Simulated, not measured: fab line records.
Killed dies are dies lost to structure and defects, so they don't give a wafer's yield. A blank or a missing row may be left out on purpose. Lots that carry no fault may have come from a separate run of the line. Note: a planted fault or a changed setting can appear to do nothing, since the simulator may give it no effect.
fab line records    flow n5-finfet
record: lots: 6  wafers: 17  last-day: 17
route steps=1938 shown BEOL_M0_CUTY@703 BEOL_M0@715 BEOL_M4@1111 PASSIVATION@1936
lots with no fault: from the same line, run without faults
start-h: hours from the record's opening day to when the first of the lot's shown wafers began    wait-h: hours since the lot's step before    " the same as in the row above    L1.1+2: a row that stands for several wafers    - no value present, or no start provided    * or withheld: withheld    < > ~ a bound
route shown NAME@n: NAME is a module with steps in the file, n the number in the route of the first one    usual: the fault-free wafers' mean and standard deviation    same: alike in all rows    chamber/n: place in a boat    sites: the reading at each site    _std_site: their standard deviation    _edge_site: mean of outer sites minus mean of inner sites    radius-mm: for every site, how far away it sits from the centre of the wafer    mask NAME#n: copy n    behind: the most recent tool/chamber to have shaped the wafer    hold: why the lot was held/for how many hours/how that ended    device: names the non-switching transistor (n, p or np)    end of line: at the end of the route, the tests of the same wafers    for a step that has no rows: nothing shown but its recipe    killed: the dies lost at the first sort to structure and to defects; this is not the yield of the wafer    map: a wafer's dies, x killed, . not, _ none there
set.NAME: the setting that was run; set.NAME@STEP: the one run at that earlier step    model.NAME: the simulator's own value behind a step, which no gauge read
certain route steps with their lots: each step a table, each wafer a row
services: from which hour (start-h, from the record's first day; less than 0 if before it) a tool's chamber was out of use, for how many hours, and why
== steps ==
step: N5_BEOL_M0_CUTY_EBR_52
recipe: solvent: PGMEA  ebr-width-mm: 1.5
step: N5_BEOL_M0_CUTY_SOFTBAKE_53
recipe: temp-c: 110  time-s: 60  resist: CAR-ArF-block
step: N5_BEOL_M0_CUTY_EXPOSE_54
recipe: mask-id: M0_ABLK  na: 1.35  source-shape: conventional  sigma-outer: 0.8  polarization: unpolarized  dose-mj: 36
step: N5_BEOL_M0_CUTY_PEB_55
recipe: peb-temp-c: 110  peb-time-s: 60  resist: CAR-ArF-block
step: N5_BEOL_M0_CUTY_DEVELOP_56
recipe: develop-time-s: 30  developer: TMAH  resist: CAR-ArF-block  rinse-liquid: diw  dry: air-spin  dev-temp-c: 23
step: N5_BEOL_M0_CUTY_CD_MEAS_57
recipe: target-cd-nm: 200  landing-energy-ev: 500  detector: se-inlens  polarity: line
usual: cd-nm: 199.7/1.2
lot.wafer  tool       chamber  start-h  wait-h  cd-nm
L931.2     cd-sem-02  0        145.57   -       200.6
L931.4     "          0        "        "       200.0
L931.6     "          0        "        "       200.7
L941.3     cd-sem-02  0        190.98   -       197.4
L941.4     "          0        "        "       200.5
L941.5     "          0        "        "       198.6
L942.1     cd-sem-03  0        195.22   -       200.6
L942.2     "          0        "        "       199.1
L942.3     "          0        "        "       199.2
L944.1     cd-sem-03  0        206.75   -       198.4
L944.4     "          0        "        "       199.6
L944.5     "          0        "        "       199.3
L949.2     cd-sem-03  0        231.95   -       198.7
L949.3     "          0        "        "       198.5
L949.6     "          0        "        "       198.4
L951.2     cd-sem-01  0        244.17   -       197.9
L951.6     "          0        "        "       200.5
step: N5_BEOL_M0_CUTY_OVL_MEAS_58
recipe: points-per-wafer: 44
usual: M0_ABLK_OVL: 0.2/0.66
lot.wafer  tool        chamber  start-h  wait-h  M0_ABLK_OVL[nm]
L931.2     overlay-02  0        145.60   0.0     0.7
L931.4     "           0        "        "       1.1
L931.6     "           0        "        "       0.4
L941.3     overlay-01  0        191.01   0.0     0.4
L941.4     "           0        "        "       0.2
L941.5     "           0        "        "       0.6
L942.1     overlay-01  0        195.25   0.0     -0.8
L942.2     "           0        "        "       0.0
L942.3     "           0        "        "       -1.1
L944.1     overlay-01  0        206.78   0.0     0.3
L944.4     "           0        "        "       0.3
L944.5     "           0        "        "       0.0
L949.2     overlay-01  0        231.98   0.0     -0.1
L949.3     "           0        "        "       -0.5
L949.6     "           0        "        "       0.0
L951.2     overlay-02  0        244.20   0.0     0.3
L951.6     "           0        "        "       0.3
step: N5_BEOL_M0_CUTY_INSPECT_59
recipe: mode: adi  inspect-instrument: macro
usual: raw-defect-count: 2.1/1.3
lot.wafer  tool               chamber  start-h  wait-h  raw-defect-count
L931.2     defect-inspect-01  -        145.62   0.0     2
L931.4     "                  -        "        "       2
L931.6     "                  -        "        "       1
L941.3     defect-inspect-01  -        191.03   0.0     7
L941.4     "                  -        "        "       2
L941.5     "                  -        "        "       4
L942.1     defect-inspect-02  -        195.27   0.0     4
L942.2     "                  -        "        "       2
L942.3     "                  -        "        "       1
L944.1     defect-inspect-01  -        206.81   0.0     3
L944.4     "                  -        "        "       2
L944.5     "                  -        "        "       1
L949.2     defect-inspect-01  -        232.00   0.0     1
L949.3     "                  -        "        "       1
L949.6     "                  -        "        "       1
L951.2     defect-inspect-02  -        244.22   0.0     3
L951.6     "                  -        "        "       3
step: N5_BEOL_M0_CUTY_DESCUM_61
recipe: chemistry: O2  time-s: 7.9  source-power-w: 50  bias-power-w: 20  pressure-mtorr: 20  rf-frequency-hz: 2.712e+07  temp-c: 40  resist: CAR-ArF-block  o2-flow-sccm: 225
usual: bias-power-w: 20.00/0.064  drypump-motor-current-A: 5.9/0.42  oes-product-au: 0.78/0.07  rf-vpp-V: 243.3/1.2  showerhead-plenum-p-Torr: 2.10/0.061  throttle-valve-pct: 20.5/0.33
lot.wafer  tool         chamber  start-h  wait-h  bias-power-w  drypump-motor-current-A  oes-product-au  rf-hours-counter-h  rf-vpp-V  showerhead-plenum-p-Torr  throttle-valve-pct
L931.2     rie-diel-03  2        145.66   0.0     20.13         5.3                      0.74            168                 243.8     2.05                      20.0
L931.4     "            0        "        "       20.01         6.1                      0.72            162                 244.3     2.12                      21.0
L931.6     "            1        "        "       19.96         5.5                      0.83            -                   242.7     2.13                      20.6
L941.3     rie-diel-01  2        191.21   0.2     20.04         6.2                      0.92            34                  244.3     2.14                      20.6
L941.4     "            1        "        "       19.94         6.0                      0.72            174                 240.9     1.98                      20.3
L941.5     "            3        "        "       20.05         6.1                      0.71            -                   243.9     2.08                      21.0
L942.1     rie-diel-06  3        195.31   0.0     20.04         5.3                      0.83            42                  244.1     2.13                      20.4
L942.2     "            2        "        "       20.05         5.4                      0.73            198                 242.5     2.08                      20.3
L942.3     "            0        "        "       19.94         5.7                      0.80            126                 243.5     2.20                      20.5
L944.1     rie-diel-01  3        206.84   0.0     19.91         6.1                      0.69            234                 244.4     2.08                      21.0
L944.4     "            1        "        "       20.01         5.9                      0.72            180                 242.2     1.98                      20.3
L944.5     "            2        "        "       19.93         6.2                      0.90            -                   243.6     2.14                      20.6
L949.2     rie-diel-03  3        232.03   0.0     20.04         6.3                      0.84            94                  240.9     2.01                      19.9
L949.3     "            2        "        "       20.01         5.4                      0.70            198                 244.8     2.04                      20.1
L949.6     "            3        "        "       20.07         6.3                      0.83            -                   241.4     2.01                      19.9
L951.2     rie-diel-03  0        244.26   0.0     20.17         6.1                      0.71            195                 243.4     2.11                      21.0
L951.6     "            0        "        "       20.03         6.1                      0.70            -                   243.5     2.11                      21.0
step: N5_BEOL_M0_CUTY_ETCH_62
recipe: chemistry: CF4  target: SiARC  mask-material: CAR-ArF-block  time-s: 58.5  ion-energy-ev: 80  pressure-mtorr: 40  source-w: 545  bias-w: 36  Ar_flow_sccm: 100  cf4-flow-sccm: 100  ends: cleared
usual: drypump-motor-current-A: 5.9/0.42  etch-rf-on-time-s: 59.2/2.2  oes-product-au: 0.66/0.055  rf-vpp-V: 184.1/1.1  showerhead-plenum-p-Torr: 2.15/0.056  throttle-valve-pct: 15.67/0.21
lot.wafer  tool         chamber  start-h  wait-h  drypump-motor-current-A  etch-rf-on-time-s  oes-product-au  rf-hours-counter-h  rf-vpp-V  showerhead-plenum-p-Torr  throttle-valve-pct
L931.2     rie-diel-03  2        145.69   0.0     5.4                      60.2               0.62            168                 183.2     2.13                      15.42
L931.4     "            0        "        "       6.1                      56.2               0.63            162                 183.5     2.14                      15.92
L931.6     "            1        "        "       5.5                      59.2               0.70            -                   185.3     2.18                      15.76
L941.3     rie-diel-01  2        191.25   0.0     6.2                      57.6               0.77            34                  184.8     2.18                      15.63
L941.4     "            1        "        "       6.0                      60.1               0.61            174                 183.3     2.05                      15.65
L941.5     "            3        "        "       6.2                      55.3               0.63            -                   183.9     2.11                      15.96
L942.1     rie-diel-06  3        195.34   0.0     5.3                      61.7               0.70            42                  183.7     2.19                      15.57
L942.2     "            2        "        "       5.4                      60.8               0.62            198                 183.0     2.12                      15.59
L942.3     "            0        "        "       5.7                      56.6               0.68            126                 185.7     2.25                      15.73
L944.1     rie-diel-01  3        206.87   0.0     6.1                      56.0               0.61            234                 184.3     2.11                      15.96
L944.4     "            1        "        "       6.0                      60.5               0.59            180                 183.5     2.04                      15.65
L944.5     "            2        "        "       6.2                      57.4               0.76            -                   183.1     2.18                      15.64
L949.2     rie-diel-03  3        232.07   0.0     6.3                      60.3               0.68            94                  182.9     2.08                      15.27
L949.3     "            2        "        "       5.4                      61.4               0.59            198                 184.0     2.12                      15.49
L949.6     "            3        "        "       6.3                      59.4               0.70            -                   183.5     2.08                      15.29
L951.2     rie-diel-03  0        244.29   0.0     6.1                      56.1               0.61            195                 183.6     2.13                      15.98
L951.6     "            0        "        "       6.1                      56.6               0.62            -                   185.5     2.13                      15.98
step: N5_BEOL_M0_CUTY_ETCH_63
recipe: chemistry: N2/H2  target: SOC  target-depth-a: 827  overetch-a: 165  mask-material: SiARC  temp-c: 40  ion-energy-ev: 200  time-s: 124  pressure-mtorr: 30  source-w: 840  bias-w: 150  n2-flow-sccm: 200  h2-flow-sccm: 200
usual: drypump-motor-current-A: 5.9/0.42  h2-flow-sccm: 199.9/0.66  oes-product-au: 0.64/0.054  rf-vpp-V: 524.1/2  showerhead-plenum-p-Torr: 2.54/0.07  throttle-valve-pct: 17.82/0.22
lot.wafer  tool         chamber  start-h  wait-h  drypump-motor-current-A  h2-flow-sccm  oes-product-au  rf-hours-counter-h  rf-vpp-V  showerhead-plenum-p-Torr  throttle-valve-pct
L931.2     rie-diel-03  2        145.74   0.0     5.4                      200.1         0.60            168                 525.5     2.56                      17.75
L931.4     "            0        "        "       6.1                      201.7         0.59            162                 523.8     2.50                      17.91
L931.6     "            1        "        "       5.4                      200.1         0.68            -                   524.8     2.59                      17.94
L941.3     rie-diel-01  2        191.29   0.0     6.3                      199.0         0.73            34                  524.2     2.59                      17.82
L941.4     "            1        "        "       6.0                      199.8         0.59            174                 521.6     2.40                      17.61
L941.5     "            3        "        "       6.1                      199.9         0.58            -                   522.5     2.51                      18.23
L942.1     rie-diel-06  3        195.39   0.0     5.3                      200.6         0.69            42                  524.5     2.58                      17.69
L942.2     "            2        "        "       5.4                      200.3         0.61            198                 522.6     2.53                      17.81
L942.3     "            0        "        "       5.7                      201.2         0.63            126                 527.5     2.64                      17.65
L944.1     rie-diel-01  3        206.92   0.0     6.1                      200.7         0.57            234                 524.1     2.51                      18.21
L944.4     "            1        "        "       5.9                      200.4         0.58            180                 520.4     2.40                      17.62
L944.5     "            2        "        "       6.2                      199.4         0.73            -                   524.9     2.59                      17.85
L949.2     rie-diel-03  3        232.11   0.0     6.3                      200.2         0.68            94                  524.0     2.46                      17.42
L949.3     "            2        "        "       5.4                      200.2         0.58            198                 524.2     2.54                      17.82
L949.6     "            3        "        "       6.3                      199.6         0.67            -                   523.0     2.46                      17.43
L951.2     rie-diel-03  0        244.34   0.0     6.1                      200.2         0.58            195                 523.8     2.49                      17.96
L951.6     "            0        "        "       6.1                      199.8         0.58            -                   523.2     2.49                      17.94
step: N5_BEOL_M0_CUTY_STRIP_64
recipe: chemistry: N2/H2  temp-c: 40  n2-flow-sccm: 200  h2-flow-sccm: 200  rf-frequency-hz: 6e+07
step: N5_BEOL_M0_ETCH_138
recipe: chemistry: CH3F/O2  target-depth-a: 120  target: SiCN  time-s: 31.6  ion-energy-ev: 120  pressure-mtorr: 30  source-w: 395  bias-w: 75  Ar_flow_sccm: 150  CH3F_flow_sccm: 30  O2_flow_sccm: 20  ends: cleared
usual: drypump-motor-current-A: 5.9/0.42  etch-rf-on-time-s: 29.3/1.2  oes-product-au: 0.66/0.057  rf-vpp-V: 297.5/1.4  showerhead-plenum-p-Torr: 2.01/0.053  throttle-valve-pct: 16.38/0.25
lot.wafer  tool         chamber  start-h  wait-h  drypump-motor-current-A  etch-rf-on-time-s  oes-product-au  rf-hours-counter-h  rf-vpp-V  showerhead-plenum-p-Torr  throttle-valve-pct
L931.2     rie-diel-03  2        145.86   0.0     5.4                      30.0               0.62            168                 297.2     1.98                      16.07
L931.4     "            0        "        "       6.1                      29.2               0.62            163                 296.7     2.02                      16.73
L931.6     "            1        "        "       5.4                      29.3               0.70            -                   297.5     2.03                      16.45
L941.3     rie-diel-01  2        191.42   0.0     6.2                      26.5               0.77            34                  297.7     2.04                      16.34
L941.4     "            1        "        "       6.0                      29.3               0.61            174                 295.0     1.92                      16.43
L941.5     "            3        "        "       6.1                      26.9               0.61            -                   297.0     1.97                      16.69
L942.1     rie-diel-06  3        195.51   0.0     5.3                      28.7               0.71            42                  298.4     2.06                      16.38
L942.2     "            2        "        "       5.4                      30.0               0.62            198                 296.2     1.98                      16.26
L942.3     "            0        "        "       5.7                      29.3               0.68            126                 298.7     2.10                      16.38
L944.1     rie-diel-01  3        207.04   0.0     6.1                      27.4               0.62            234                 296.2     1.97                      16.69
L944.4     "            1        "        "       5.9                      29.0               0.61            180                 295.8     1.92                      16.44
L944.5     "            2        "        "       6.2                      29.7               0.75            -                   299.5     2.04                      16.36
L949.2     rie-diel-03  3        232.24   0.0     6.3                      28.6               0.70            94                  295.5     1.93                      15.92
L949.3     "            2        "        "       5.4                      29.6               0.60            198                 297.4     1.97                      16.12
L949.6     "            3        "        "       6.3                      21.5               0.85            -                   296.0     1.93                      15.93
L951.2     rie-diel-03  0        244.46   0.0     6.1                      29.2               0.60            195                 296.9     2.01                      16.79
L951.6     "            0        "        "       6.1                      21.7               0.72            -                   297.3     2.01                      16.79
step: N5_BEOL_M0_HM_OPEN_105
recipe: chemistry: Cl2/BCl3  target-depth-a: 120  target: TiN  ion-energy-ev: 150  pressure-mtorr: 10  icp-w: 1000  bias-w: 126  Cl2_flow_sccm: 53.25  bcl3-flow-sccm: 21.75  Ar_flow_sccm: 25
usual: drypump-motor-current-A: 5.5/0.33  oes-product-au: 0.75/0.14  throttle-valve-pct: 21.91/0.25
lot.wafer  tool          chamber  start-h  wait-h  drypump-motor-current-A  oes-product-au  rf-hours-counter-h  throttle-valve-pct
L931.2     rie-metal-02  1        145.98   0.1     5.5                      0.84            22                  21.64
L931.4     "             0        "        "       6.1                      0.90            -                   21.79
L931.6     "             1        "        "       5.5                      0.84            -                   21.64
L941.3     rie-metal-03  0        191.58   0.1     5.6                      0.92            -                   21.66
L941.4     "             1        "        "       5.6                      0.75            -                   21.83
L941.5     "             1        "        "       5.6                      0.75            -                   21.83
L942.1     rie-metal-03  0        196.46   0.9     5.7                      0.91            12                  21.66
L942.2     "             1        "        "       5.7                      0.76            42                  21.83
L942.3     "             0        "        "       5.7                      0.91            -                   21.66
L944.1     rie-metal-03  0        207.14   0.1     5.6                      0.92            12                  21.65
L944.4     "             0        "        "       5.6                      0.90            -                   21.67
L944.5     "             1        "        "       5.7                      0.75            -                   21.84
L949.2     rie-metal-03  0        233.99   1.7     5.6                      0.90            14                  21.68
L949.3     "             0        "        "       5.6                      0.91            -                   21.66
L949.6     "             0        "        "       5.7                      0.91            -                   21.67
L951.2     rie-metal-03  1        248.68   4.2     5.7                      0.75            45                  21.81
L951.6     "             0        "        "       5.6                      0.90            -                   21.66
step: N5_BEOL_M4_RC_MEAS_101
usual: DIBL_N: 36.6/2.1  DIBL_P: 36.5/2.7  IOFF_N: 0.17/0.043  IOFF_P: 0.22/0.045  ION_N: 674/17  ION_P: 461/9.9  SS_N: 71.7/0.79  SS_P: 73.4/0.79  VT_N: 249/4  VT_P: -250/3.3
lot.wafer  tool       chamber  start-h  wait-h  DIBL_N[mV/V]  DIBL_P[mV/V]  IOFF_N[nA/um]  IOFF_P[nA/um]  ION_N[uA/um]  ION_P[uA/um]  SS_N[mV/dec]  SS_P[mV/dec]  VT_N[mV]  VT_P[mV]
L931.2     prober-02  0        191.96   0.2     36.5          36.2          0.17           0.24           680           470           70.7          73.2          248       -246
L931.4     "          0        "        "       36.9          35.5          0.18           0.24           681           474           72.1          73.3          248       -246
L931.6     "          0        "        "       35.3          35.0          0.14           0.22           661           461           71.0          73.4          252       -248
L941.3     prober-02  0        242.78   0.3     34.5          33.3          0.13           0.15           682           460           71.2          72.1          251       -257
L941.4     "          0        "        "       40.6          41.9          0.25           0.26           683           460           73.0          74.9          245       -252
L941.5     "          0        "        "       38.3          39.2          0.21           0.22           697           473           72.5          74.2          250       -251
L942.1     prober-01  0        249.78   0.0     36.8          36.6          0.16           0.21           674           461           71.8          73.7          249       -249
L942.2     "          0        "        "       36.9          36.6          0.18           0.22           684           473           71.9          73.2          247       -250
L942.3     "          0        "        "       35.1          34.1          0.14           0.18           685           470           71.8          72.6          252       -248
L944.1     prober-02  0        253.49   0.0     41.1          41.8          0.26           0.29           693           464           72.5          74.7          245       -247
L944.4     "          0        "        "       33.5          32.8          0.11           0.15           646           445           70.7          72.3          254       -255
L944.5     "          0        "        "       34.2          32.4          0.12           0.15           657           445           70.5          72.0          254       -255
L949.2     prober-01  0        282.97   0.2     37.2          37.1          0.17           0.24           668           456           71.3          73.7          249       -245
L949.3     "          0        "        "       39.4          41.0          0.26           0.31           711           484           71.9          74.3          242       -247
L949.6     "          0        "        "       35.5          35.6          0.14           0.21           658           458           70.4          73.3          251       -248
L951.2     prober-02  0        314.51   0.2     35.0          35.9          0.14           0.21           664           456           71.9          73.2          250       -249
L951.6     "          0        "        "       37.6          39.2          0.20           0.27           679           466           72.0          73.8          245       -246
step: N5_PASSIVATION_PROBE_49
usual: defect-limited-yield: 91.5/1.7  killed_at_M0_to_M3: 33/11  killed_at_M4_up: 13/5.2  killed-at-contacts: 11/5.7  killed-at-front-end: 39/11  killed-at-other: 4/3  killed-dies: 101/20  killed-open: 66/15  killed-short: 33/8.4  sort_bin_5_function: 5.0/1.1  sort_bin_6_memory: 3.2/0.69  sort_bin_8_speed: 0.1/0.52  sort-n-pass: 1078/20  sort-yield-pct: 91.4/1.7
same: gross-dies: 1180  killed-at-back-side: 0  sort_bin_4_leakage[%]: 0
lot.wafer  tool       chamber  start-h  wait-h  defect-limited-yield[%]  killed_at_M0_to_M3  killed_at_M4_up  killed-at-contacts  killed-at-front-end  killed-at-other  killed-dies  killed-open  killed-short  sort_bin_5_function[%]  sort_bin_6_memory[%]  sort_bin_8_speed[%]  sort-n-pass  sort-yield-pct[%]
L931.2     prober-01  -        287.56   0.1     91.9                     38                  14               10                  26                   7                95           67           26            4.8                     3.2                   0                    1085         91.9
L931.4     prober-01  -        287.66   0.2     91.4                     32                  14               10                  36                   10               102          58           43            5.3                     2.8                   0                    1078         91.4
L931.6     prober-01  -        287.76   0.3     91.2                     36                  13               16                  38                   1                104          64           36            4.5                     4.0                   0                    1076         91.2
L941.3     prober-01  -        342.53   0.1     88.4                     39                  16               19                  58                   5                137          98           38            7.7                     3.4                   0                    1043         88.4
L941.4     prober-01  -        342.58   0.2     91.0                     29                  18               7                   52                   0                106          77           28            5.7                     3.3                   0                    1074         91.0
L941.5     prober-01  -        342.63   0.2     86.7                     42                  28               12                  72                   3                157          104          53            7.5                     5.3                   0                    1023         86.7
L944.1     prober-01  -        354.10   0.0     88.7                     52                  10               17                  50                   4                133          95           38            6.5                     4.5                   0                    1047         88.7
L944.4     prober-01  -        354.25   0.2     91.6                     48                  11               13                  26                   1                99           64           34            4.9                     3.4                   0.1                  1080         91.5
L944.5     prober-01  -        354.30   0.2     91.4                     40                  13               6                   39                   3                101          68           33            6.0                     2.4                   0                    1079         91.4
killed by level:class
L931.2 BEOL_M3:geometric-particle:open=14 BEOL_M2:geometric-particle:open=8 BEOL_M0_SAQP:geometric-particle:open=7 BEOL_M4:geometric-particle:open=7 MOL_CONTACT_COAG:geometric-particle:open=7 FIN_SAQP:geometric-particle:open=6 BEOL_M0_SAQP:geometric-particle:short=5 DUMMY_GATE:geometric-particle:open=3
L931.4 BEOL_M4:geometric-particle:open=8 FIN_SAQP:geometric-particle:short=7 MOL_CONTACT_COAG:geometric-particle:open=7 BEOL_M2:geometric-particle:open=7 FIN_SAQP:geometric-particle:open=6 STI_FIN_REVEAL:geometric-particle:open=6 BEOL_M0_SAQP:geometric-particle:short=6 BEOL_M1:geometric-particle:open=5
L931.6 MOL_CONTACT_COAG:geometric-particle:open=12 STI_FIN_REVEAL:geometric-particle:open=9 BEOL_M1:geometric-particle:open=8 BEOL_M0_SAQP:geometric-particle:short=8 BEOL_M2:geometric-particle:open=6 ILD0:geometric-particle:open=5 BEOL_M4:geometric-particle:open=5 GATE_CUT:geometric-particle:short=4
L941.3 STI_FIN_REVEAL:geometric-particle:open=31 MOL_CONTACT_COAG:geometric-particle:open=14 BEOL_M3:geometric-particle:open=12 BEOL_M2:geometric-particle:open=9 STI_FIN_REVEAL:geometric-particle:short=8 BEOL_M4:geometric-particle:open=8 FIN_SAQP:geometric-particle:short=6 BEOL_M3:geometric-particle:short=6
L941.4 STI_FIN_REVEAL:geometric-particle:open=19 BEOL_M3:geometric-particle:open=10 FIN_SAQP:geometric-particle:open=9 BEOL_M0_SAQP:geometric-particle:open=9 FIN_SAQP:geometric-particle:short=8 BEOL_M0_SAQP:geometric-particle:short=7 MOL_CONTACT_COAG:geometric-particle:open=5 BEOL_M4:geometric-particle:open=5
L941.5 STI_FIN_REVEAL:geometric-particle:open=29 BEOL_M4:geometric-particle:open=16 BEOL_M0_SAQP:geometric-particle:short=11 BEOL_M1:geometric-particle:open=11 GATE_CUT:geometric-particle:short=10 FIN_SAQP:geometric-particle:open=9 MOL_CONTACT_COAG:geometric-particle:open=9 FIN_SAQP:geometric-particle:short=8
L944.1 BEOL_M0_SAQP:geometric-particle:open=15 STI_FIN_REVEAL:geometric-particle:open=14 MOL_CONTACT_COAG:geometric-particle:open=13 FIN_SAQP:geometric-particle:short=9 BEOL_M2:geometric-particle:open=9 BEOL_M3:geometric-particle:open=9 GATE_CUT:geometric-particle:open=7 BEOL_M1:geometric-particle:open=7
L944.4 MOL_CONTACT_COAG:geometric-particle:open=13 BEOL_M0_SAQP:geometric-particle:short=12 BEOL_M0_SAQP:geometric-particle:open=9 BEOL_M3:geometric-particle:open=8 BEOL_M4:geometric-particle:open=7 BEOL_M1:geometric-particle:open=6 BEOL_M2:geometric-particle:open=5 FIN_SAQP:geometric-particle:short=4
L944.5 BEOL_M3:geometric-particle:open=13 FIN_SAQP:geometric-particle:open=8 GATE_CUT:geometric-particle:open=6 MOL_CONTACT_COAG:geometric-particle:open=6 BEOL_M0_SAQP:geometric-particle:open=6 BEOL_M4:geometric-particle:open=6 BEOL_M2:geometric-particle:short=5 GATE_CUT:geometric-particle:short=5
== services ==
tool          chamber  start-h  hours  kind
rie-metal-03  1        165.66   1.4    repair
rie-diel-06   1        220.53   -      clean
rie-diel-06   1        220.53   -      consumable-replace:focus-ring
rie-diel-06   1        220.53   20.2   scheduled-down
rie-diel-06   1        220.53   20.2   vent-cycle
rie-diel-03   -        222.26   2.8    pm
== key ==
first-sign: step: N5_BEOL_M0_ETCH_138  reading: etch-rf-on-time-s  direction: down  sigmas: 6.3  usual: *  struck: *
effect none on later readings
met-at N5_BEOL_M0_ETCH_138
struck-wafers L949.6,L951.6
onset-between 145.86 232.24
fault: kind: process-parameter-drift  tool: rie-diel-03  chamber: -  onset-h: 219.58  steps: N5_BEOL_M0_ETCH_138  channel: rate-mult  offset: 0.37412  shape: step  end-h: 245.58  scope: struck-wafers-only
